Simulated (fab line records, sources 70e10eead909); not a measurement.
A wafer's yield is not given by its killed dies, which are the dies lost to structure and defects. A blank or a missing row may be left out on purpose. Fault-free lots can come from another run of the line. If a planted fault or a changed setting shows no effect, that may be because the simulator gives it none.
The tool behind it: which one? :: flow nandHarc :: 42 wafers from 14 lots sampled at 5 of the route's 1159 steps

## WHAT THE GAUGES SHOWED, per wafer
NHARC_P_M0_OVL_MEAS_10: pitch 180 nm. Usual: overlayXNm -0.2 nm, standard deviation 0.89; overlayYNm 0.0 nm, standard deviation 0.95.
lot: L862
measured: day 5 21:51
on: overlay-02
overlayXNm (nm): -0.2 -0.2 -0.7
overlayYNm (nm): 1.0 0.6 0.5
flag: 

lot: L864
measured: day 6 01:47
on: overlay-02
overlayXNm (nm): -0.2 0.2 0.0
overlayYNm (nm): -0.4 -0.9 -0.5
flag: 

lot: L867
measured: day 6 22:23
on: overlay-02
overlayXNm (nm): 0.9 1.4 1.2
overlayYNm (nm): -0.3 -0.1 -0.6
flag: 

lot: L870
measured: day 7 23:07
on: overlay-01
overlayXNm (nm): -0.1 -0.1 -0.1
overlayYNm (nm): 1.3 1.2 1.1
flag: 

lot: L872
measured: day 8 06:10
on: overlay-02
overlayXNm (nm): 1.4 1.1 1.5
overlayYNm (nm): -1.1 -1.7 -0.6
flag: 

lot: L877
measured: day 9 01:02
on: overlay-01
overlayXNm (nm): -0.8 -0.9 -0.8
overlayYNm (nm): -1.1 -1.2 -1.0
flag: 

lot: L874
measured: day 9 12:44
on: overlay-01
overlayXNm (nm): -0.8 -1.3 -1.3
overlayYNm (nm): -1.3 -1.6 -1.2
flag: 

lot: L876
measured: day 9 21:50
on: overlay-01
overlayXNm (nm): 0.5 0.5 0.4
overlayYNm (nm): -0.7 -0.2 -0.9
flag: 

lot: L878
measured: day 10 02:44
on: overlay-02
overlayXNm (nm): -0.9 -0.9 -1.0
overlayYNm (nm): 2.1 1.9 2.0
flag: 

lot: L880
measured: day 10 09:58
on: overlay-02
overlayXNm (nm): 0.8 1.1 0.9
overlayYNm (nm): -0.6 -0.3 -0.1
flag: 

lot: L882
measured: day 10 16:17
on: overlay-02
overlayXNm (nm): -0.4 0.0 0.3
overlayYNm (nm): 1.3 1.0 1.1
flag: 

lot: L883
measured: day 11 01:41
on: overlay-02
overlayXNm (nm): -0.5 0.1 -0.3
overlayYNm (nm): 0.7 0.8 0.6
flag: 

lot: L884
measured: day 11 07:19
on: overlay-01
overlayXNm (nm): -0.2 -0.3 0.1
overlayYNm (nm): -0.4 -0.6 -0.6
flag: 

lot: L885
measured: day 11 07:35
on: overlay-01
overlayXNm (nm): -0.9 -0.2 -0.7
overlayYNm (nm): -0.3 0.0 0.0
flag: 

NHARC_P_M0_CD_MEAS_16. Usual: cdNm 90.3 nm, standard deviation 0.88.
lot: L862
measured: day 5 22:15
on: cdSem-03
cdNm (nm): 88.2 90.1 90.7
flag: 

lot: L864
measured: day 6 02:11
on: cdSem-02
cdNm (nm): 89.6 90.6 90.6
flag: 

lot: L867
measured: day 6 22:46
on: cdSem-02
cdNm (nm): 89.6 91.0 92.2
flag: 

lot: L870
measured: day 7 23:32
on: cdSem-02
cdNm (nm): 90.2 89.3 90.3
flag: 

lot: L872
measured: day 8 06:34
on: cdSem-03
cdNm (nm): 90.0 90.2 89.7
flag: 

lot: L877
measured: day 9 01:26
on: cdSem-01
cdNm (nm): 92.4 90.0 90.3
flag: 

lot: L874
measured: day 9 13:08
on: cdSem-02
cdNm (nm): 92.1 92.4 90.9
flag: 

lot: L876
measured: day 9 22:14
on: cdSem-02
cdNm (nm): 91.1 91.0 91.1
flag: 

lot: L878
measured: day 10 03:08
on: cdSem-01
cdNm (nm): 90.7 90.0 88.7
flag: 

lot: L880
measured: day 10 10:22
on: cdSem-03
cdNm (nm): 91.3 90.6 88.2
flag: 

lot: L882
measured: day 10 16:41
on: cdSem-03
cdNm (nm): 88.9 89.1 89.7
flag: 

lot: L883
measured: day 11 02:04
on: cdSem-01
cdNm (nm): 91.1 91.2 91.3
flag: 

lot: L884
measured: day 11 07:44
on: cdSem-03
cdNm (nm): 90.0 90.0 90.3
flag: 

lot: L885
measured: day 11 07:59
on: cdSem-01
cdNm (nm): 90.6 90.4 90.0
flag: 

NHARC_P_M1_CD_MEAS_09: target cd 130 nm. Usual: cdNm 129.7 nm, standard deviation 0.65.
lot: L862
measured: day 6 01:52
on: cdSem-02
cdNm (nm): 129.5 129.3 129.3
flag: 

lot: L864
measured: day 6 05:51
on: cdSem-02
cdNm (nm): 129.2 129.7 130.3
flag: 

lot: L867
measured: day 7 02:14
on: cdSem-02
cdNm (nm): 129.9 130.2 130.5
flag: 

lot: L870
measured: day 8 03:07
on: cdSem-02
cdNm (nm): 159.6 160.3 159.8
flag: OFF

lot: L872
measured: day 8 10:01
on: cdSem-03
cdNm (nm): 153.0 152.6 153.3
flag: OFF

lot: L877
measured: day 9 04:59
on: cdSem-01
cdNm (nm): 129.2 129.1 129.3
flag: 

lot: L874
measured: day 9 16:41
on: cdSem-02
cdNm (nm): 129.7 130.1 130.1
flag: 

lot: L876
measured: day 10 01:55
on: cdSem-02
cdNm (nm): 128.9 130.1 130.0
flag: 

lot: L878
measured: day 10 06:35
on: cdSem-03
cdNm (nm): 130.0 130.3 129.6
flag: 

lot: L880
measured: day 10 14:02
on: cdSem-02
cdNm (nm): 129.4 128.9 129.2
flag: 

lot: L882
measured: day 10 21:06
on: cdSem-02
cdNm (nm): 129.0 127.9 128.7
flag: 

lot: L883
measured: day 11 05:38
on: cdSem-01
cdNm (nm): 129.8 129.6 129.7
flag: 

lot: L884
measured: day 11 11:13
on: cdSem-02
cdNm (nm): 130.6 129.5 129.4
flag: 

lot: L885
measured: day 11 11:38
on: cdSem-02
cdNm (nm): 129.6 130.5 130.3
flag: 

## EACH LOT AND THE TOOL THAT RAN IT (in order: tool; ch and the chambers of the sampled wafers; start)
lot: L862
NHARC_P_M0_DEGAS_28: pvdSputter-02, day 5 22:53
NHARC_P_M1_PEB_07: lithoTrack-04 ch 0, day 6 01:47

lot: L864
NHARC_P_M0_DEGAS_28: pvdSputter-02, day 6 02:48
NHARC_P_M1_PEB_07: lithoTrack-06 ch 0, day 6 05:46

lot: L867
NHARC_P_M0_DEGAS_28: pvdSputter-01, day 6 23:23
NHARC_P_M1_PEB_07: lithoTrack-06 ch 0, day 7 02:10

lot: L870
NHARC_P_M0_DEGAS_28: pvdSputter-03, day 8 00:10
NHARC_P_M1_PEB_07: lithoTrack-01 ch 0, day 8 03:02

lot: L872
NHARC_P_M0_DEGAS_28: pvdSputter-01, day 8 07:12
NHARC_P_M1_PEB_07: lithoTrack-01 ch 0, day 8 09:56

lot: L877
NHARC_P_M0_DEGAS_28: pvdSputter-01, day 9 02:04
NHARC_P_M1_PEB_07: lithoTrack-04 ch 0, day 9 04:54

lot: L874
NHARC_P_M0_DEGAS_28: pvdSputter-03, day 9 13:45
NHARC_P_M1_PEB_07: lithoTrack-06 ch 0, day 9 16:37

lot: L876
NHARC_P_M0_DEGAS_28: pvdSputter-02, day 9 22:52
NHARC_P_M1_PEB_07: lithoTrack-04 ch 0, day 10 01:50

lot: L878
NHARC_P_M0_DEGAS_28: pvdSputter-03, day 10 03:45
NHARC_P_M1_PEB_07: lithoTrack-04 ch 0, day 10 06:31

lot: L880
NHARC_P_M0_DEGAS_28: pvdSputter-02, day 10 10:59
NHARC_P_M1_PEB_07: lithoTrack-04 ch 0, day 10 13:57

lot: L882
NHARC_P_M0_DEGAS_28: pvdSputter-01, day 10 17:19
NHARC_P_M1_PEB_07: lithoTrack-06 ch 0, day 10 21:01

lot: L883
NHARC_P_M0_DEGAS_28: pvdSputter-03, day 11 02:43
NHARC_P_M1_PEB_07: lithoTrack-06 ch 0, day 11 05:34

lot: L884
NHARC_P_M0_DEGAS_28: pvdSputter-02, day 11 08:22
NHARC_P_M1_PEB_07: lithoTrack-06 ch 0, day 11 11:08

lot: L885
NHARC_P_M0_DEGAS_28: pvdSputter-03, day 11 08:36
NHARC_P_M1_PEB_07: lithoTrack-01 ch 0, day 11 11:34
- NHARC_P_M0_DEGAS_28: time 60 s.
- NHARC_P_M1_PEB_07: peb time 65 s.

## AS READ BY THE TOOLS THEMSELVES (means over the sampled wafers that have a number; for cases with no such wafer, the mark the record gives instead)
NHARC_P_M0_DEGAS_28. Usual: heaterPowerW 306 W, standard deviation 26.
lot: L862
tool: pvdSputter-02
heaterPowerW (W): 331
flag: 

lot: L864
tool: pvdSputter-02
heaterPowerW (W): 317
flag: 

lot: L867
tool: pvdSputter-01
heaterPowerW (W): 294
flag: 

lot: L870
tool: pvdSputter-03
heaterPowerW (W): 288
flag: 

lot: L872
tool: pvdSputter-01
heaterPowerW (W): 300
flag: 

lot: L877
tool: pvdSputter-01
heaterPowerW (W): 295
flag: 

lot: L874
tool: pvdSputter-03
heaterPowerW (W): 318
flag: 

lot: L876
tool: pvdSputter-02
heaterPowerW (W): 344
flag: 

lot: L878
tool: pvdSputter-03
heaterPowerW (W): 305
flag: 

lot: L880
tool: pvdSputter-02
heaterPowerW (W): 307
flag: 

lot: L882
tool: pvdSputter-01
heaterPowerW (W): 292
flag: 

lot: L883
tool: pvdSputter-03
heaterPowerW (W): 294
flag: 

lot: L884
tool: pvdSputter-02
heaterPowerW (W): 315
flag: 

lot: L885
tool: pvdSputter-03
heaterPowerW (W): 317
flag: 

NHARC_P_M1_PEB_07. Usual: heaterPowerTotalW 156.6 W, standard deviation 0.44; plateTempC 100.03 C, standard deviation 0.13.
lot: L862
tool: lithoTrack-04
heaterPowerTotalW (W): 156.9
plateTempC (C): 100.06
flag: 

lot: L864
tool: lithoTrack-06
heaterPowerTotalW (W): 156.7
plateTempC (C): 100.14
flag: 

lot: L867
tool: lithoTrack-06
heaterPowerTotalW (W): 156.3
plateTempC (C): 100.09
flag: 

lot: L870
tool: lithoTrack-01
heaterPowerTotalW (W): 179.0
plateTempC (C): 110.36
flag: OFF

lot: L872
tool: lithoTrack-01
heaterPowerTotalW (W): 179.2
plateTempC (C): 110.36
flag: OFF

lot: L877
tool: lithoTrack-04
heaterPowerTotalW (W): 156.6
plateTempC (C): 100.03
flag: 

lot: L874
tool: lithoTrack-06
heaterPowerTotalW (W): 156.4
plateTempC (C): 100.06
flag: 

lot: L876
tool: lithoTrack-04
heaterPowerTotalW (W): 156.0
plateTempC (C): 100.04
flag: 

lot: L878
tool: lithoTrack-04
heaterPowerTotalW (W): 156.3
plateTempC (C): 100.29
flag: 

lot: L880
tool: lithoTrack-04
heaterPowerTotalW (W): 156.1
plateTempC (C): 100.10
flag: 

lot: L882
tool: lithoTrack-06
heaterPowerTotalW (W): 156.6
plateTempC (C): 99.96
flag: 

lot: L883
tool: lithoTrack-06
heaterPowerTotalW (W): 156.5
plateTempC (C): 100.10
flag: 

lot: L884
tool: lithoTrack-06
heaterPowerTotalW (W): 156.0
plateTempC (C): 100.06
flag: 

lot: L885
tool: lithoTrack-01
heaterPowerTotalW (W): 156.2
plateTempC (C): 100.18
flag: 

## THE ANSWER, worked out from the rows above alone
Rule: take the mean of a lot's wafers that have a number; if it is more than 3 standard deviations from the usual mean, the lot is off. Also off: a lot with no number at a reading for which 4 or more lots have one. Where the step has rows for the other lots, those lots are counted as sound. Order of review: gauges by route order, followed by the tools' own readings, for which a lot's mean as printed above is used. The first step at which some lot is off is used, and at that step the reading that is off furthest; a lot without a number counts as furthest.
Off: L870, L872 (NHARC_P_M1_CD_MEAS_09, cdNm).
A tool fits if, at a process step before that reading, it ran every lot that is off, and no sound lot after the first of them. Not tried: the gauges at NHARC_P_M1_CD_MEAS_09; whatever is off there is also off at NHARC_P_M1_PEB_07, on other tools, and gauge error can't account for it. Not one of the candidates tried fits.

## WHAT WAS PUT IN BY THE SIMULATOR
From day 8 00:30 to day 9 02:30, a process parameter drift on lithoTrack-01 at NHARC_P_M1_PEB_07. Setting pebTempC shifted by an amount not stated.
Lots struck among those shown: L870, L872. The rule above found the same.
